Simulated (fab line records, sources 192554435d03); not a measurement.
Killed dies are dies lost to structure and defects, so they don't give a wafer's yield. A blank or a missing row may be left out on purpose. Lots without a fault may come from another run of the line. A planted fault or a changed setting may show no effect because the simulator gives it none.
Chamber matching | flow n5_finfet | N5_BEOL_M12_ETCH_67 on rie_diel-02: 4 sister chambers
The step etches SiARC in CF4, target depth 143 nm, time 238.3 s. 18 wafers are shown with their chamber, then 9 later ones without.

WAFERS WITH THEIR CHAMBER
wafer  | chamber | showerhead_plenum_p_Torr (Torr) | drypump_motor_current_A (A) | oes_product_au (a.u.)
L074.1 | 0       | 2.04                            | 5.6                         | 0.59
L074.2 | 1       | 2.18                            | 5.0                         | 0.72
L074.3 | 2       | 2.20                            | 5.9                         | 0.61
L077.3 | 0       | 2.03                            | 5.7                         | 0.59
L077.4 | 3       | 2.18                            | 5.4                         | 0.73
L077.6 | 3       | 2.18                            | 5.4                         | 0.73
L075.3 | 0       | 2.03                            | 5.7                         | 0.58
L075.4 | 3       | 2.18                            | 5.3                         | 0.73
L075.6 | 1       | 2.18                            | 5.0                         | 0.70
L081.1 | 3       | 2.18                            | 5.4                         | 0.72
L081.2 | 2       | 2.20                            | 5.9                         | 0.59
L081.5 | 0       | 2.03                            | 5.7                         | 0.58
L084.1 | 2       | 2.19                            | 5.9                         | 0.59
L084.5 | 0       | 2.03                            | 5.7                         | 0.58
L084.6 | 2       | 2.19                            | 5.9                         | 0.59
L090.2 | 2       | 2.19                            | 5.9                         | 0.59
L090.3 | 1       | 2.17                            | 5.0                         | 0.68
L090.4 | 1       | 2.17                            | 4.9                         | 0.69

SIGNATURES (means of the wafers above)
reading                  | chamber 0 | chamber 1 | chamber 2 | chamber 3 | scatter within a chamber
showerhead_plenum_p_Torr | 2.0320    | 2.1750    | 2.1940    | 2.1800    | 0.00463
drypump_motor_current_A  | 5.680     | 4.975     | 5.900     | 5.375     | 0.0405
oes_product_au           | 0.5840    | 0.6975    | 0.5940    | 0.7275    | 0.00996
Rule: a wafer's distance from a chamber is the root of the sum, over the readings, of the square of ((its reading less the chamber's mean) divided by the reading's scatter). The wafer belongs to the nearest chamber; if the next one is less than 2 further off, it can't be placed. The scatter: the root of (the sum of the squares of (reading less its chamber's mean) over the shown wafers, divided by (wafers less chambers)).

WAFERS WITHOUT THEIR CHAMBER
wafer  | showerhead_plenum_p_Torr (Torr) | drypump_motor_current_A (A) | oes_product_au (a.u.)
L092.2 | 2.02                            | 5.6                         | 0.57
L092.5 | 2.02                            | 5.7                         | 0.57
L092.6 | 2.17                            | 5.4                         | 0.70
L094.4 | 2.17                            | 5.4                         | 0.69
L094.5 | 2.02                            | 5.6                         | 0.56
L094.6 | 2.17                            | 4.9                         | 0.66
L095.2 | 2.17                            | 4.9                         | 0.66
L095.4 | 2.02                            | 5.6                         | 0.56
L095.5 | 2.17                            | 5.4                         | 0.68

WHICH CHAMBER EACH WENT THROUGH
wafer  | from the rows above | in truth
L092.2 | 0                   | 0
L092.5 | 0                   | 0
L092.6 | 3                   | 3
L094.4 | 3                   | 3
L094.5 | 0                   | 0
L094.6 | 1                   | 1
L095.2 | 1                   | 1
L095.4 | 0                   | 0
L095.5 | 3                   | 3
Placed correctly: 9 of 9. Can't be placed from these rows: 0. Placed wrongly: 0.
